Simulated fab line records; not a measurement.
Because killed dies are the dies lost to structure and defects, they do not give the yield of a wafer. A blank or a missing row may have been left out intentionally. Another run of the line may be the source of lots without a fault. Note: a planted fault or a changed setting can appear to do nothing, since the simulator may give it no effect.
fab line records	flow nand-harc
record lots=12	wafers=36	last-day=24
route steps=1159 shown P_STI@89 P_GATE@113
lots untouched by any fault: they come from a run of this same line in which no faults occurred
start-h: hours from the record's opening day to when the first of the lot's shown wafers began	wait-h: hours from the lot's prior step to this one	" same as the row above	L1.1+2: several wafers, shown together as one row	- no value, or no start was given	* or withheld: withheld	< > ~ a bound
route shown NAME@n: names a module that has steps shown in the file, with the first one's number in the route	usual: mean/standard deviation of fault-free wafers	same: alike in all rows	chamber/n: place in a boat	sites: per-site readings	_std_site: how widely they spread, as a standard deviation	_edge_site: outer sites' mean less inner sites'	radius-mm: for every site, how far away it sits from the centre of the wafer	mask NAME#n: copy n	behind: the most recent tool/chamber to have shaped the wafer	hold: cause of the lot's hold/its duration in hours/its outcome	device: whichever transistor did not switch (one of n, p or np)	end of line: at the end of the route, the tests of the same wafers	a step without rows: its recipe alone	killed: dies lost to structure and defects at the first sort, not the wafer's yield	map: shows each die of a wafer: x if killed, . if not, _ if none is there
set.NAME: the setting as run; set.NAME@STEP: as run at that earlier step	model.NAME: the simulator's own value behind a step, which no gauge read
steps of the route over a sample of lots; a table a step, a row a wafer
services: the hour from which a tool's chamber was out of use, counted from the record's first day as start-h (under 0 if before that day), plus the number of hours and why
## steps
# step NHARC_P_STI_ETCH_31
# recipe target-depth-a=1089	time-s=54.5	cf4-flow-sccm=100	chf3-flow-sccm=30	ar-flow-sccm=0	rf-w=500	bias-w=200	chemistry=CF4/CHF3
# usual drypump-motor-current-A=6.0/0.46	oes-product-au=0.961/0.016	rf-fwd-power-W=494.5/2.4	rf-vpp-V=370.0/2.2	showerhead-plenum-p-Torr=1.56/0.055	throttle-valve-pct=16.802/0.009
lot.wafer	tool	chamber	start-h	wait-h	drypump-motor-current-A	oes-product-au	rf-fwd-power-W	rf-hours-counter-h	rf-vpp-V	showerhead-plenum-p-Torr	throttle-valve-pct
L790.4	rie-diel-03	3	-	-	5.6	0.945	496.8	8.9	367.2	1.49	16.794
L790.1	"	2	"	"	5.7	0.950	497.3	9.8	368.9	1.55	16.785
L790.6	"	3	"	"	5.7	0.954	494.9	-	369.4	1.49	16.809
L791.3	rie-diel-06	2	-	-	6.5	0.964	496.4	4.8	368.0	1.51	16.786
L791.4	"	3	"	"	6.5	0.963	491.2	3.1	368.3	1.50	16.809
L791.5	"	3	"	"	6.5	0.963	490.4	-	367.0	1.50	16.807
L792.4	rie-diel-03	0	-	-	6.4	0.952	499.0	0.8	372.1	1.63	16.803
L792.5	"	2	"	"	5.7	0.959	498.5	-	369.9	1.55	16.812
L792.6	"	3	"	"	5.7	0.950	495.4	-	367.1	1.49	16.805
L794.1	rie-diel-03	2	-	-	5.7	0.941	497.0	0.8	370.0	1.55	16.804
L794.4	"	3	"	"	5.6	0.953	497.1	1.0	366.7	1.49	16.803
L794.5	"	1	"	"	5.2	0.970	493.9	-	369.5	1.57	16.798
L795.1	rie-diel-03	3	-	-	5.6	0.962	495.7	1.6	368.3	1.49	16.820
L795.4	"	0	"	"	6.4	0.969	496.7	1.6	373.2	1.63	16.801
L795.3	"	1	"	"	5.2	0.963	493.0	1.4	369.8	1.57	16.806
L796.3	rie-diel-05	2	-	-	6.3	0.988	492.0	2.0	368.5	1.50	16.796
L796.1	"	1	"	"	5.5	0.939	492.7	2.2	366.9	1.50	16.804
L796.6	"	3	"	"	5.1	0.993	497.9	-	374.8	1.68	16.803
L801.3	rie-diel-05	3	-	-	5.1	0.984	493.0	2.4	372.2	1.68	16.821
L801.1	"	0	"	"	5.9	0.983	495.9	2.7	370.8	1.60	16.799
L801.5	"	3	"	"	5.1	0.985	492.1	-	374.6	1.68	16.805
L802.1	rie-diel-03	3	-	-	5.7	0.970	494.3	4.9	367.9	1.49	16.802
L802.5	"	0	"	"	6.4	0.959	496.6	-	372.4	1.63	16.804
L802.6	"	1	"	"	5.3	0.981	493.8	-	369.4	1.57	16.814
L803.1	rie-diel-06	1	-	-	6.3	0.983	494.2	1.9	370.4	1.56	16.805
L803.3	"	3	"	"	6.5	0.959	493.0	1.7	369.1	1.50	16.807
L803.5	"	1	"	"	6.3	0.974	496.0	-	369.4	1.56	16.791
L807.2	rie-diel-06	1	-	-	6.3	0.961	491.7	2.4	371.4	1.56	16.793
L807.3	"	2	"	"	6.5	0.988	498.0	2.4	368.4	1.51	16.793
L807.1	"	0	"	"	5.9	0.950	494.0	2.4	371.7	1.61	16.808
L808.3	rie-diel-05	0	-	-	5.9	0.985	493.6	3.7	369.9	1.60	16.807
L808.2	"	2	"	"	6.3	0.964	491.8	3.5	369.4	1.50	16.807
L808.6	"	0	"	"	5.9	0.984	495.8	-	370.6	1.60	16.799
L809.2	rie-diel-06	1	-	-	6.3	0.970	492.9	3.3	369.9	1.56	16.793
L809.4	"	3	"	"	6.5	0.957	495.9	3.2	368.0	1.50	16.798
L809.5	"	1	"	"	6.3	0.976	493.1	-	368.0	1.56	16.799
# step NHARC_P_STI_CD_MEAS_16
# usual cd-nm=201/4.4
lot.wafer	tool	chamber	start-h	wait-h	cd-nm
L790.1	cd-sem-03	-	38.48	-	206
L790.4	"	-	"	"	198
L790.6	"	-	"	"	205
L791.3	cd-sem-03	-	49.93	-	194
L791.4	"	-	"	"	196
L791.5	"	-	"	"	202
L792.4	cd-sem-03	-	53.78	-	199
L792.5	"	-	"	"	203
L792.6	"	-	"	"	200
L794.1	cd-sem-01	-	65.95	-	203
L794.4	"	-	"	"	203
L794.5	"	-	"	"	201
L795.1	cd-sem-02	-	77.54	-	193
L795.3	"	-	"	"	194
L795.4	"	-	"	"	195
L796.1	cd-sem-02	-	77.70	-	206
L796.3	"	-	"	"	197
L796.6	"	-	"	"	198
L801.1	cd-sem-03	-	109.23	-	206
L801.3	"	-	"	"	198
L801.5	"	-	"	"	196
L802.1	cd-sem-01	-	116.91	-	200
L802.5	"	-	"	"	201
L802.6	"	-	"	"	197
L803.1	cd-sem-03	-	120.14	-	199
L803.3	"	-	"	"	202
L803.5	"	-	"	"	192
L807.1	cd-sem-03	-	141.46	-	200
L807.2	"	-	"	"	203
L807.3	"	-	"	"	206
L808.2	cd-sem-02	-	149.38	-	201
L808.3	"	-	"	"	196
L808.6	"	-	"	"	202
L809.2	cd-sem-01	-	155.55	-	200
L809.4	"	-	"	"	203
L809.5	"	-	"	"	195
# step NHARC_P_STI_CMP_21
# recipe t-overpolish-s=20	target-thk-nm=380.67
# usual motor-current-A=12.2/1.2	overpolish-run-s=20.000/0.0091	slurry-filter-dp-kPa=13.52/0.14	slurry-flow-ml-min=150.0/0.45
lot.wafer	tool	chamber	start-h	wait-h	motor-current-A	overpolish-run-s	slurry-filter-dp-kPa	slurry-flow-ml-min
L790.4	cmp-04	1	61.15	0.4	13.4	19.996	13.63	150.1
L790.1	"	3	"	"	14.5	19.998	13.34	150.0
L790.6	"	1	"	"	13.8	20.017	13.60	150.4
L791.3	cmp-04	3	74.09	0.4	13.4	20.008	13.44	150.2
L791.4	"	0	"	"	11.4	20.011	13.43	150.7
L791.5	"	2	"	"	11.5	20.003	13.43	149.9
L792.4	cmp-02	3	74.18	0.5	10.8	19.988	13.38	149.5
L792.5	"	2	"	"	13.0	19.998	13.70	150.6
L792.6	"	3	"	"	10.7	19.988	13.65	149.9
L794.1	cmp-03	2	83.97	0.4	11.1	20.011	13.60	150.6
L794.4	"	3	"	"	14.5	20.003	13.58	150.5
L794.5	"	0	"	"	11.9	19.993	13.65	149.5
L795.3	cmp-04	2	95.81	0.4	11.3	20.004	13.55	150.6
L795.4	"	0	"	"	11.2	20.001	13.72	149.9
L795.1	"	1	"	"	14.1	20.004	13.66	150.4
L796.1	cmp-02	3	95.84	0.4	10.5	19.996	13.59	150.0
L796.3	"	1	"	"	11.7	20.022	13.60	150.3
L796.6	"	3	"	"	10.5	20.005	13.71	150.1
L801.3	cmp-04	3	138.24	0.4	14.4	19.999	13.45	149.3
L801.1	"	2	"	"	12.1	19.999	13.31	149.3
L801.5	"	0	"	"	11.6	19.998	13.37	150.7
L803.3	cmp-03	0	138.24	0.4	11.6	19.993	13.39	149.9
L803.1	"	2	"	"	11.6	20.004	13.51	150.0
L803.5	"	1	"	"	12.8	19.981	13.70	150.5
L802.1	cmp-02	3	138.26	0.4	10.0	20.010	13.54	149.5
L802.5	"	2	"	"	12.6	19.995	13.37	150.9
L802.6	"	3	"	"	10.5	20.012	13.77	150.1
L807.2	cmp-02	2	161.34	0.4	13.1	19.984	13.21	149.9
L807.3	"	3	"	"	10.4	19.983	13.48	150.3
L807.1	"	1	"	"	10.5	19.989	13.50	149.9
L808.2	cmp-02	2	168.83	0.4	12.0	19.995	13.70	149.2
L808.3	"	3	"	"	10.8	19.988	13.44	149.9
L808.6	"	1	"	"	12.1	20.001	13.33	149.9
L809.4	cmp-03	1	175.61	0.4	13.2	20.008	13.79	150.4
L809.2	"	3	"	"	14.2	20.014	13.61	149.3
L809.5	"	1	"	"	12.5	20.006	13.43	149.8
# step NHARC_P_GATE_OXIDE_02
# recipe target-thk-a=375	temp-c=950	p-h2o-torr=720	ox-time-s=365	material=SiO2
# usual spike-tc-bottom-C=969.7/0.96	spike-tc-centre-C=950.5/1.1	spike-tc-lower-C=949.5/1.3	spike-tc-top-C=962.6/1.7	spike-tc-upper-C=950.2/1.2	tube-center-temp-C=950.01/0.083	zone-power-top-pct=37.2/0.66	zone-power-upper-pct=20.2/0.63
lot.wafer	tool	chamber	start-h	wait-h	spike-tc-bottom-C	spike-tc-centre-C	spike-tc-lower-C	spike-tc-top-C	spike-tc-upper-C	tube-center-temp-C	zone-power-top-pct	zone-power-upper-pct
L790.1	furnace-05	0	72.67	-	969.0	949.1	951.1	963.7	949.5	950.03	37.6	19.8
L790.4	"	0	"	"	970.1	948.7	949.1	965.3	950.1	950.03	37.7	19.7
L790.6	"	0	"	"	969.7	948.9	948.6	961.7	950.9	950	37.1	20.0
L791.3	furnace-05	0	85.56	-	969.0	950.0	949.5	964.1	949.9	950.08	38.1	19.7
L791.4	"	0	"	"	968.8	950.8	948.9	963.0	950.8	950.09	37.1	19.6
L791.5	"	0	"	"	969.4	949.1	949.3	963.8	950.2	949.93	37.5	20.0
L792.4	furnace-05	0	85.56	-	969.2	950.3	948.5	962.7	950.2	949.97	37.5	19.8
L792.5	"	0	"	"	970.6	952.2	949.0	962.6	949.5	949.94	38.2	19.9
L792.6	"	0	"	"	969.7	948.9	950.0	962.9	951.4	950.06	37.8	19.9
L794.1	furnace-05	0	93.95	-	969.0	950.6	948.7	960.1	950.8	949.91	37.7	19.9
L794.4	"	0	"	"	968.3	950.7	947.8	963.2	947.8	949.92	37.3	19.9
L794.5	"	0	"	"	968.4	948.7	948.9	965.0	949.8	949.97	37.5	19.9
L795.1	furnace-05	0	107.30	-	968.2	949.3	950.6	964.7	950.3	950.03	37.3	19.9
L795.3	"	0	"	"	969.8	949.7	948.9	963.8	948.6	949.98	37.7	19.8
L795.4	"	0	"	"	968.3	950.7	948.6	964.9	949.0	950.07	37.7	19.6
L796.1	furnace-05	0	107.30	-	969.8	950.7	947.2	964.2	950.6	950.04	37.8	19.9
L796.3	"	0	"	"	969.2	951.9	949.8	962.2	949.7	949.92	37.2	19.6
L796.6	"	0	"	"	969.3	948.7	949.6	965.6	948.2	950.06	37.3	19.9
L801.1	furnace-05	0	149.71	-	923.2	906.5	904.0	918.9	904.0	905.4	34.5	17.3
L801.3	"	0	"	"	926.5	905.2	904.6	919.2	906.1	905.41	34.9	18.0
L801.5	"	0	"	"	924.6	905.5	904.7	918.0	906.2	905.39	34.6	17.7
L802.1	furnace-05	0	149.71	-	924.4	906.1	904.9	918.2	905.7	905.45	35.0	17.8
L802.5	"	0	"	"	923.1	904.7	903.0	919.6	905.3	905.27	34.8	17.5
L802.6	"	0	"	"	923.9	905.0	903.9	921.1	903.3	905.53	34.4	17.8
L803.1	furnace-05	0	149.71	-	924.9	904.9	904.0	917.8	905.5	905.57	34.1	17.7
L803.3	"	0	"	"	923.4	906.8	903.9	920.9	905.5	905.42	34.8	17.9
L803.5	"	0	"	"	925.5	906.2	903.5	917.6	904.4	905.51	34.5	18.0
L807.1	furnace-01	0	173.08	-	969.7	950.8	951.2	960.4	951.8	950.11	36.6	20.7
L807.2	"	0	"	"	971.2	950.8	950.2	961.9	951.3	950.04	36.5	21.0
L807.3	"	0	"	"	971.2	953.1	950.3	962.5	949.5	950.1	36.1	21.0
L808.2	furnace-03	0	180.82	-	970.2	951.5	952.1	960.4	950.3	950.03	36.3	21.4
L808.3	"	0	"	"	971.7	951.2	952.7	960.9	952.6	949.85	35.7	21.3
L808.6	"	0	"	"	971.0	949.9	952.2	960.5	950.0	950.16	36.0	21.9
L809.2	furnace-03	0	188.84	-	970.1	951.8	951.2	961.0	950.7	949.99	35.6	21.5
L809.4	"	0	"	"	969.0	951.2	949.5	960.2	952.7	949.9	36.1	21.1
L809.5	"	0	"	"	969.4	951.8	950.8	961.2	951.3	950.18	35.7	21.8
## services
tool	chamber	start-h	hours	kind
cmp-04	-	14.99	2.9	repair
rie-diel-06	1	16.18	2.6	repair
cmp-03	-	17.51	1.5	repair
rie-diel-03	0	25.33	3.9	repair
cmp-02	-	30.50	4.0	pm
rie-diel-03	-	38.30	9.0	pm
cmp-03	-	39.92	3.5	repair
cmp-03	-	46.53	1.9	repair
cmp-03	-	58.93	4.0	pm
rie-diel-06	-	64.20	9.0	pm
cmp-03	-	72.00	2.3	repair
cmp-04	-	75.91	3.5	repair
cmp-02	-	80.63	3.1	repair
rie-diel-03	0	82.00	6.9	repair
rie-diel-03	2	83.84	3.0	repair
rie-diel-03	1	88.48	5.3	repair
cmp-04	-	96.36	4.5	repair
cmp-04	-	105.11	4.0	pm
cmp-02	-	128.50	4.0	pm
cmp-04	-	130.05	0.6	repair
cmp-04	-	151.76	1.1	repair
cmp-04	-	154.51	0.9	repair
cmp-04	-	159.14	1.7	repair
cmp-02	-	164.89	2.2	repair
## key
first-sign step=NHARC_P_GATE_OXIDE_02	reading=tube-center-temp-C	direction=down	sigmas=99+	usual=*	struck=*
effect step=NHARC_P_GATE_OXIDE_02	reading=spike-tc-bottom-C	direction=down	sigmas=47	usual=969.7	struck=924.4
met-at NHARC_P_GATE_OXIDE_02
struck-lots L801,L802,L803
tester-left-out L801,L802,L803
not-acting-at NHARC_P_STI_ETCH_31,NHARC_P_STI_CD_MEAS_16,NHARC_P_STI_CMP_21
onset-between 107.30 149.71
fault kind=process-parameter-drift	tool=furnace-05	chamber=-	onset-h=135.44	steps=NHARC_P_GATE_OXIDE_02	channel=temp-c	offset=*	shape=step	end-h=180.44	acts-in=*	stated=*
# tester-left-out: of these lots the tester's yield and bins aren't shown, on N5 and GAA mostly nor the transistor test; their killed dies are dies lost to structure and defects alone, not to doping, threshold or leakage, so they don't give the yield
